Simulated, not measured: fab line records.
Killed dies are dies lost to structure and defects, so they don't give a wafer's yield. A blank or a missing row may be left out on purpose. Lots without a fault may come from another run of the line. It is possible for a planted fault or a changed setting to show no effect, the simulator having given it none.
Chamber matching | flow n5Finfet | rieDiel-05 running N5_BEOL_M7_ETCH_72: 4 sister chambers
The step etches underlayer in N2/H2, target depth 6.5 nm, time 5.2 s. 8 wafers are shown with their chamber, then 11 later ones without.

EACH WAFER AND ITS CHAMBER
wafer  | chamber | drypumpMotorCurrentA (A) | showerheadPlenumPTorr (Torr)
L079.2 | 2       | 5.8                      | 2.57
L083.6 | 3       | 5.7                      | 2.62
L084.1 | 2       | 5.8                      | 2.56
L084.2 | 1       | 5.8                      | 2.55
L084.4 | 3       | 5.6                      | 2.61
L084.5 | 0       | 5.1                      | 2.45
L084.6 | 1       | 5.8                      | 2.55
L087.2 | 0       | 5.1                      | 2.45

WAFERS MISSING THEIR CHAMBER
wafer  | drypumpMotorCurrentA (A) | showerheadPlenumPTorr (Torr)
L087.5 | 5.9                      | 2.56
L087.6 | 5.8                      | 2.55
L089.1 | 5.8                      | 2.55
L089.2 | 5.8                      | 2.56
L089.6 | 5.1                      | 2.45
L093.2 | 5.2                      | 2.44
L093.4 | 5.8                      | 2.56
L093.5 | 5.7                      | 2.61
L096.1 | 5.9                      | 2.55
L096.5 | 5.8                      | 2.55
L096.6 | 5.7                      | 2.60

THE CHAMBER EACH PASSED THROUGH
wafer  | from the rows above     | in truth
L087.5 | can't be placed: 2 or 1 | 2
L087.6 | 1                       | 1
L089.1 | 1                       | 1
L089.2 | can't be placed: 2 or 1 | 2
L089.6 | 0                       | 0
L093.2 | 0                       | 0
L093.4 | can't be placed: 2 or 1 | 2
L093.5 | 3                       | 3
L096.1 | can't be placed: 1 or 2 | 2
L096.5 | 1                       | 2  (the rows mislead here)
L096.6 | 3                       | 3
Placed correctly: 6 of 11. Not placeable from these rows: 4 (in 4, the candidates include the true chamber). Placed wrongly: 1.
How it was worked out, from the rows above alone: a wafer's distance from a chamber is the root of the sum, over the readings, of the square of ((its reading less the chamber's mean) divided by the reading's scatter). If the next closest chamber is less than 2 further off than the closest, the wafer can't be placed; otherwise it belongs to the closest. A chamber's mean is the mean of its shown wafers. The scatter: the root of (the sum of the squares of (reading less its chamber's mean) over the shown wafers, divided by (wafers less chambers)).
